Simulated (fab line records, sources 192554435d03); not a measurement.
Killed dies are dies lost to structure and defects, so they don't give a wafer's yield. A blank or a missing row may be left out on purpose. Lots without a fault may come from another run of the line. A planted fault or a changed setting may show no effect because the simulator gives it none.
Which tool did it? | flow n5_finfet | 10 lots, 26 wafers sampled, at 6 steps of a route of 1938

WHAT THE GAUGES READ, wafer by wafer
N5_BEOL_M4_RC_MEAS_101. Usual: DIBL_N 36.0 mV/V, standard deviation 1.7; DIBL_P 36.2 mV/V, standard deviation 2.3; IOFF_N 0.16 nA/um, standard deviation 0.03; IOFF_P 0.21 nA/um, standard deviation 0.036; ION_N 679 uA/um, standard deviation 11; ION_P 465 uA/um, standard deviation 7.1; SS_N 71.4 mV/dec, standard deviation 0.58; SS_P 73.3 mV/dec, standard deviation 0.75; VT_N 249 mV, standard deviation 3.1; VT_P -251 mV, standard deviation 3.5.
lot  | measured     | on        | DIBL_N (mV/V)  | DIBL_P (mV/V)  | IOFF_N (nA/um) | IOFF_P (nA/um) | ION_N (uA/um) | ION_P (uA/um) | SS_N (mV/dec)  | SS_P (mV/dec)  | VT_N (mV)   | VT_P (mV)      | flag
L901 | day 8 21:14  | prober-01 | 33.9 32.7 35.4 | 33.3 31.5 35.5 | 0.14 0.12 0.15 | 0.19 0.17 0.21 | 673 665 683   | 461 459 467   | 71.0 70.9 70.4 | 73.1 72.2 72.8 | 248 252 249 | -250 -253 -249 |
L907 | day 9 22:29  | prober-01 | 34.2 36.1      | 34.3 35.9      | 0.13 0.17      | 0.19 0.21      | 670 683       | 454 465       | 71.1 72.0      | 73.6 73.6      | 251 249     | -250 -251      |
L909 | day 10 14:33 | prober-01 | 35.2 36.2 35.6 | 36.6 37.4 35.9 | 0.13 0.15 0.14 | 0.20 0.22 0.18 | 650 667 665   | 455 455 458   | 71.3 71.1 71.6 | 74.1 72.5 73.0 | 254 251 254 | -251 -250 -254 |
L911 | day 11 10:43 | prober-01 | 33.8 33.5      | 34.2 33.8      | 0.14 0.14      | 0.20 0.19      | 687 684       | 469 473       | 71.0 70.9      | 72.1 73.0      | 248 249     | -251 -251      |
L914 | day 11 20:20 | prober-02 | 36.4 35.0 39.0 | 36.9 34.7 40.1 | 0.16 0.14 0.22 | 0.22 0.18 0.26 | 679 657 684   | 467 456 472   | 71.7 71.7 71.9 | 73.8 72.3 74.4 | 252 252 246 | -250 -252 -248 |
L918 | day 12 16:13 | prober-02 | 39.7 36.6      | 41.2 37.7      | 0.23 0.15      | 0.28 0.22      | 703 672       | 477 469       | 72.0 71.9      | 73.9 73.8      | 244 249     | -247 -250      |
L919 | day 12 19:34 | prober-02 | 34.7 36.7 34.3 | 37.0 39.3 35.5 | 0.15 0.20 0.14 | 0.19 0.22 0.16 | 681 691 679   | 464 467 456   | 71.3 71.7 71.2 | 73.2 73.9 72.3 | 246 244 250 | -253 -252 -255 |
L921 | day 14 01:46 | prober-01 | 37.9 38.5 37.8 | 36.6 37.6 37.1 | 0.17 0.20 0.19 | 0.21 0.24 0.22 | 691 696 703   | 463 469 470   | 71.6 71.7 71.1 | 73.4 74.8 73.7 | 248 245 245 | -250 -247 -249 |
L923 | day 14 04:23 | prober-01 | 37.0 36.6 38.6 | 37.6 37.2 39.7 | 0.16 0.17 0.20 | 0.22 0.22 0.27 | 687 683 688   | 469 462 470   | 71.7 71.3 72.0 | 73.4 73.8 74.9 | 250 247 245 | -251 -252 -249 |
L922 | day 14 09:19 | prober-02 | 40.8 36.5      | 43.6 37.9      | 0.28 0.16      | 0.32 0.22      | 701 672       | 481 462       | 72.3 72.2      | 74.5 72.9      | 241 253     | -247 -250      |

WHICH TOOL RAN EACH LOT (tool, then ch and the chambers of the sampled wafers, then the start)
lot  | N5_BEOL_M0_ETCH_109                | N5_BEOL_M0_DEGAS_112         | N5_BEOL_M0_PRE_CLEAN_113     | N5_BEOL_M0_ALD_136                 | N5_BEOL_M0_CMP_120
L901 | rie_diel-05 ch 0,1,2, day 7 00:32  | pvd_sputter-02, day 7 00:42  | pvd_sputter-02, day 7 00:44  | ald_metal-03 ch 1,2,3, day 7 00:49 | cmp-04 ch 1,2,3, day 7 06:23
L907 | rie_diel-05 ch 0,1, day 7 19:44    | pvd_sputter-03, day 7 20:46  | pvd_sputter-03, day 7 20:48  | ald_metal-03 ch 0,1, day 7 20:56   | cmp-03 ch 1,2, day 7 22:17
L909 | rie_diel-05 ch 0,2,3, day 8 04:51  | pvd_sputter-01, day 8 05:25  | pvd_sputter-01, day 8 05:27  | ald_metal-03 ch 1,2,3, day 8 05:33 | cmp-03 ch 1,2,3, day 8 07:21
L911 | rie_diel-06 ch 0,2, day 8 22:15    | pvd_sputter-01, day 8 22:34  | pvd_sputter-01, day 8 22:37  | ald_metal-02 ch 0,2, day 8 22:46   | cmp-04 ch 3, day 9 01:54
L914 | rie_diel-06 ch 0,1,3, day 9 07:31  | pvd_sputter-02, day 9 08:02  | pvd_sputter-02, day 9 08:04  | ald_metal-03 ch 0,1,2, day 9 08:17 | cmp-04 ch 0,1,3, day 9 11:37
L918 | rie_diel-06 ch 1, day 10 13:37     | pvd_sputter-01, day 10 14:10 | pvd_sputter-01, day 10 14:12 | ald_metal-03 ch 1,3, day 10 14:16  | cmp-04 ch 2,3, day 10 16:44
L919 | rie_diel-06 ch 0,1, day 10 17:22   | pvd_sputter-02, day 10 17:35 | pvd_sputter-02, day 10 17:37 | ald_metal-03 ch 1,3, day 10 17:42  | cmp-04 ch 2,3, day 10 20:44
L921 | rie_diel-06 ch 0,1,2, day 11 07:50 | pvd_sputter-03, day 11 09:48 | pvd_sputter-03, day 11 09:50 | ald_metal-02 ch 0,2, day 11 09:54  | cmp-03 ch 0,2, day 11 14:26
L923 | rie_diel-05 ch 1,2, day 11 17:50   | pvd_sputter-02, day 11 18:13 | pvd_sputter-02, day 11 18:15 | ald_metal-02 ch 0,2, day 11 18:20  | cmp-03 ch 0,1,2, day 11 19:54
L922 | rie_diel-05 ch 0,2, day 12 00:21   | pvd_sputter-01, day 12 02:30 | pvd_sputter-01, day 12 02:32 | ald_metal-01 ch 1, day 12 02:36    | cmp-02 ch 0,1, day 12 03:57
- N5_BEOL_M0_ETCH_109: etches SiCN in CH3F/O2, target depth 8 nm, overetch 2.4 nm, time 27.4 s.
- N5_BEOL_M0_DEGAS_112: time 60 s.
- N5_BEOL_M0_PRE_CLEAN_113: time 30 s.
- N5_BEOL_M0_ALD_136: deposits TaN, pulse time 2 s, purge time 3 s, co reactant purge time 2 s.
- N5_BEOL_M0_CMP_120: polishes, stops on SiOC, t overpolish 6.9 s.

WHAT THE TOOLS THEMSELVES READ (means of the sampled wafers that have a number; where no wafer has one, the mark that the record gives instead)
N5_BEOL_M0_ETCH_109. Usual: drypump_motor_current_A 5.7 A, standard deviation 0.37; oes_product_au 0.71 a.u., standard deviation 0.071; rf_vpp_V 297.4 V, standard deviation 1.4; showerhead_plenum_p_Torr 2.00 Torr, standard deviation 0.061; throttle_valve_pct 16.24 %, standard deviation 0.18.
lot  | tool        | drypump_motor_current_A (A) | oes_product_au (a.u.) | rf_vpp_V (V) | showerhead_plenum_p_Torr (Torr) | throttle_valve_pct (%) | flag
L901 | rie_diel-05 | 5.8                         | 0.75                  | 297.9        | 1.97                            | 16.16                  |
L907 | rie_diel-05 | 5.8                         | 0.73                  | 297.0        | 1.98                            | 16.11                  |
L909 | rie_diel-05 | 5.9                         | 0.66                  | 297.3        | 2.01                            | 16.29                  |
L911 | rie_diel-06 | 5.2                         | 0.69                  | 298.2        | 2.04                            | 16.26                  |
L914 | rie_diel-06 | 5.5                         | 0.68                  | 297.7        | 1.98                            | 16.36                  |
L918 | rie_diel-06 | 6.2                         | 0.59                  | 294.9        | 1.90                            | 16.45                  |
L919 | rie_diel-06 | 5.6                         | 0.62                  | 296.5        | 1.96                            | 16.47                  |
L921 | rie_diel-06 | 5.6                         | 0.64                  | 296.5        | 1.99                            | 16.34                  |
L923 | rie_diel-05 | 5.8                         | 0.70                  | 295.6        | 1.93                            | 16.34                  |
L922 | rie_diel-05 | 5.8                         | 0.68                  | 296.4        | 1.98                            | 16.23                  |

N5_BEOL_M0_DEGAS_112. Usual: heater_power_w 314 W, standard deviation 23.
lot  | tool           | heater_power_w (W) | flag
L901 | pvd_sputter-02 | 334                |
L907 | pvd_sputter-03 | 304                |
L909 | pvd_sputter-01 | 328                |
L911 | pvd_sputter-01 | 324                |
L914 | pvd_sputter-02 | 298                |
L918 | pvd_sputter-01 | 321                |
L919 | pvd_sputter-02 | 311                |
L921 | pvd_sputter-03 | 324                |
L923 | pvd_sputter-02 | 308                |
L922 | pvd_sputter-01 | 325                |

N5_BEOL_M0_PRE_CLEAN_113. Usual: heater_power_w 315 W, standard deviation 23.
lot  | tool           | heater_power_w (W) | flag
L901 | pvd_sputter-02 | 335                |
L907 | pvd_sputter-03 | 306                |
L909 | pvd_sputter-01 | 324                |
L911 | pvd_sputter-01 | 316                |
L914 | pvd_sputter-02 | 294                |
L918 | pvd_sputter-01 | 320                |
L919 | pvd_sputter-02 | 317                |
L921 | pvd_sputter-03 | 330                |
L923 | pvd_sputter-02 | 318                |
L922 | pvd_sputter-01 | 323                |

N5_BEOL_M0_ALD_136. Usual: heater_power_w 409 W, standard deviation 40; mfc_carrier_sccm 1500 sccm, standard deviation 4.4.
lot  | tool         | heater_power_w (W) | mfc_carrier_sccm (sccm) | flag
L901 | ald_metal-03 | 435                | 1499                    |
L907 | ald_metal-03 | 413                | 1498                    |
L909 | ald_metal-03 | 441                | 1499                    |
L911 | ald_metal-02 | 380                | 1497                    |
L914 | ald_metal-03 | 404                | 1501                    |
L918 | ald_metal-03 | 464                | 1499                    |
L919 | ald_metal-03 | 474                | 1499                    |
L921 | ald_metal-02 | 371                | 1501                    |
L923 | ald_metal-02 | 410                | 1501                    |
L922 | ald_metal-01 | 418                | 1497                    |

N5_BEOL_M0_CMP_120. Usual: barrier_field_endpoint_s 3.66 s, standard deviation 0.13; motor_current_A 5.7 A, standard deviation 0.48; platen_rpm 50.00 rpm, standard deviation 0.034.
lot  | tool   | barrier_field_endpoint_s (s) | motor_current_A (A) | platen_rpm (rpm) | flag
L901 | cmp-04 | 3.61                         | 6.0                 | 50.01            |
L907 | cmp-03 | 3.58                         | 5.6                 | 50.02            |
L909 | cmp-03 | 3.69                         | 5.7                 | 50.02            |
L911 | cmp-04 | 3.63                         | 6.0                 | 50.02            |
L914 | cmp-04 | 3.96                         | 6.3                 | 50.00            |
L918 | cmp-04 | 4.04                         | 5.8                 | 50.01            |
L919 | cmp-04 | 3.81                         | 5.7                 | 50.02            |
L921 | cmp-03 | 3.65                         | 5.6                 | 50.01            |
L923 | cmp-03 | 3.69                         | 5.4                 | 50.01            |
L922 | cmp-02 | 3.51                         | 5.6                 | 50.03            |

THE ANSWER, worked out from the rows above alone
Rule: a lot is off if the mean of its wafers that have a number lies more than 3 standard deviations from the usual mean. A lot without any number at a reading at which 4 lots or more have one is off too. The other lots that the step has rows for count as sound. The gauges are gone through in route order, then the tools' own readings, and for those a lot's mean is taken as printed above. The first step at which some lot is off is used, and at that step the reading that is off furthest; a lot without a number counts as furthest.
No lot is off at any reading shown: from this, nothing can be told.

WHAT THE SIMULATOR HAD PUT IN
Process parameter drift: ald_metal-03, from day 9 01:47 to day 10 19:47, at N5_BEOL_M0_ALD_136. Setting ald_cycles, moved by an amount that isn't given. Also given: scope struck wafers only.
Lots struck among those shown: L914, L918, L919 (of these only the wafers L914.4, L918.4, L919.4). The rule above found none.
